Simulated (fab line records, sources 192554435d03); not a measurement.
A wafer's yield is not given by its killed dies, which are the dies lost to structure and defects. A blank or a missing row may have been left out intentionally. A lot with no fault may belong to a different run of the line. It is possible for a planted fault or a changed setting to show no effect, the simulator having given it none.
Problem report in the 8D (eight disciplines) form, filled by code + flow n5_finfet + the parts of the form that need people (team, actions taken, sign-off) are left out

1. WHAT IS WRONG
Wafers free of any fault read 869 nm (standard deviation 24) for M15_THK at N5_BEOL_M15_THK_MEAS_50, against a mean of 1182 nm on 2 wafers of 2 lots. Relative to the usual mean, that is a shift of +13 standard deviations.
The step: measures by xrf.
First seen on wafer L303.6, day 16 12:17, on film_metro-01. The record holds 27 wafers of 9 lots with a number at this step. Rule for "out" (also "out of limits"): further than 4 standard deviations from the usual mean. All remaining wafers that have a number are taken as sound.

2. WHAT IT IS, AND WHAT IT ISN'T
| question                    | is                           | is not                                                                                 |
|-----------------------------|------------------------------|----------------------------------------------------------------------------------------|
| which readings at this step | M15_THK                      | -                                                                                      |
| which lots                  | L302, L303                   | L289, L295, L297, L298, L300, L301, L306                                               |
| which wafers of those lots  | L302.1, L303.6               | L302.2, L302.3, L303.2, L303.4                                                         |
| read on which gauges        | film_metro-01, film_metro-02 | -                                                                                      |
| when                        | from day 16 12:17            | up to then (14 sound wafers); but 11 sound wafers of L300, L301, L302, L306 came after |

3. WHAT RULES OUT EACH SUSPECT
Counting: any tool at a process step up to the reading remains a suspect provided it ran every lot that is out. Sound lots after the first of them don't rule it out here, since some wafers of a struck lot are sound.
- the gauge at N5_BEOL_M15_THK_MEAS_50: ruled out. The wafers that are out were read on 2 gauges (film_metro-01, film_metro-02).
- rie_diel-01 at N5_BEOL_M15_ETCH_61 (etches BARC in N2/H2, target depth 89 nm, overetch 26.7 nm, time 67.9 s): kept. It processed each lot that is out (first: L303, day 16 06:55); up to then, its last sound lot is L298 (day 15 07:47).
- rie_diel-01 at N5_BEOL_M15_TRENCH_ETCH_34 (etches SiO2 in C4F8/O2/Ar, target depth 872.93 nm, time 199 s): kept. It processed each lot that is out (first: L303, day 16 06:58); up to then, its last sound lot is L298 (day 15 07:50).
- cmp-04 at N5_BEOL_M15_CMP_49 (polishes, stops on SiO2, t overpolish 4.9 s, target thk 850 nm): kept. It ran every lot that is out, first L303 (day 16 12:01).
- rie_diel-01, N5_BEOL_M15_ETCH_61: wafers that are out in chamber 3, sound lot-mates in chambers 0, 2.
- rie_diel-01, N5_BEOL_M15_TRENCH_ETCH_34: wafers that are out in chamber 3, sound lot-mates in chambers 0, 2.
Still standing after the count: rie_diel-01 at N5_BEOL_M15_ETCH_61, rie_diel-01 at N5_BEOL_M15_TRENCH_ETCH_34, cmp-04 at N5_BEOL_M15_CMP_49.

4. THE CAUSE (what the simulator had put in)
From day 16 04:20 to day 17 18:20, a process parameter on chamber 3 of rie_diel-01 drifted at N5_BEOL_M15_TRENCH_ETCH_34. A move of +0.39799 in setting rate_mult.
This tool is one of the 3 suspects left after counting.

5. SEQUENCE OF EFFECTS, ordered by route
One row per reading whose mean, taken over the struck wafers that have a number, lies over 3 standard deviations from the usual. Readings are gone through only where the record gives a usual standard deviation; hours: the median, over the lots, of the time from a lot's start at the first step in this table giving one to that lot's start at this step; sigmas: the change measured in usual standard deviations.
| hours | step                    | reading | usual         | on struck wafers | change  | sigmas |
|-------|-------------------------|---------|---------------|------------------|---------|--------|
| 0     | N5_BEOL_M15_THK_MEAS_50 | M15_THK | 869 nm        | 1182             | +313    | +13    |
| 0     | N5_BEOL_M15_RS_MEAS_54  | M15_RS  | 0.0215 ohm/sq | 0.0158           | -0.0057 | -12    |

6. HOW IT WOULD HAVE BEEN CAUGHT EARLIER
In this record the first reading out of limits at a measuring or inspecting step was taken at day 16 12:17, 8 hours after the fault began at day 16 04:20.
An alarm limit of 4 standard deviations would not have fired on the tool readings at N5_BEOL_M15_TRENCH_ETCH_34 for which the record gives a usual standard deviation, since none of them was out on any struck wafer.
The start of N5_BEOL_M15_TRENCH_ETCH_34 on rie_diel-01 came by day 16 12:17 for every one of the lots that are out (2). Holding the tool at that point would not have protected any of them.
